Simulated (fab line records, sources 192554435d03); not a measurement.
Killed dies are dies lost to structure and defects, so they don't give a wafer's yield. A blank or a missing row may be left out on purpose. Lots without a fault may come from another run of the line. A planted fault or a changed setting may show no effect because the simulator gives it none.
Chamber matching | flow n5_finfet | N5_BEOL_M11_CURE_71 on uv_cure-02: 3 sister chambers
The step cures SiCOH lowk, time 240 s. 6 wafers are shown with their chamber, then 12 later ones without.

WAFERS WITH THEIR CHAMBER
wafer  | chamber | wafer_temp_C_max | lamp_power_pct (%)
L087.4 | 0       | 387.2            | 52.28
L087.5 | 0       | 386.6            | 52.32
L088.4 | 2       | 387.3            | 52.28
L088.5 | 2       | 387.9            | 52.28
L089.3 | 1       | 385.6            | 52.37
L089.4 | 1       | 386.5            | 52.37

WAFERS WITHOUT THEIR CHAMBER
wafer  | wafer_temp_C_max | lamp_power_pct (%)
L091.1 | 386.8            | 52.41
L091.5 | 386.4            | 52.31
L091.6 | 386.8            | 52.34
L094.1 | 386.6            | 52.27
L094.3 | 386.1            | 52.29
L094.6 | 386.1            | 52.32
L094.2 | 386.2            | 52.33
L094.4 | 386.2            | 52.37
L094.5 | 386.6            | 52.48
L096.1 | 387.1            | 52.33
L096.4 | 387.0            | 52.23
L096.5 | 386.4            | 52.37

WHICH CHAMBER EACH WENT THROUGH
wafer  | from the rows above          | in truth
L091.1 | 1                            | 1
L091.5 | can't be placed: 0 or 2      | 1
L091.6 | can't be placed: 1 or 0 or 2 | 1
L094.1 | can't be placed: 0 or 2      | 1
L094.3 | can't be placed: 0 or 2      | 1
L094.6 | can't be placed: 0 or 1 or 2 | 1
L094.2 | can't be placed: 0 or 1 or 2 | 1
L094.4 | 1                            | 1
L094.5 | 1                            | 1
L096.1 | can't be placed: 0 or 1 or 2 | 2
L096.4 | can't be placed: 2 or 0      | 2
L096.5 | 1                            | 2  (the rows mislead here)
Placed correctly: 3 of 12. Can't be placed from these rows: 8 (the true chamber is among the candidates in 5). Placed wrongly: 1.
How it was worked out, from the rows above alone: a wafer's distance from a chamber is the root of the sum, over the readings, of the square of ((its reading less the chamber's mean) divided by the reading's scatter). The wafer belongs to the nearest chamber; if the next one is less than 2 further off, it can't be placed. A chamber's mean is the mean of its shown wafers. The scatter: the root of (the sum of the squares of (reading less its chamber's mean) over the shown wafers, divided by (wafers less chambers)).
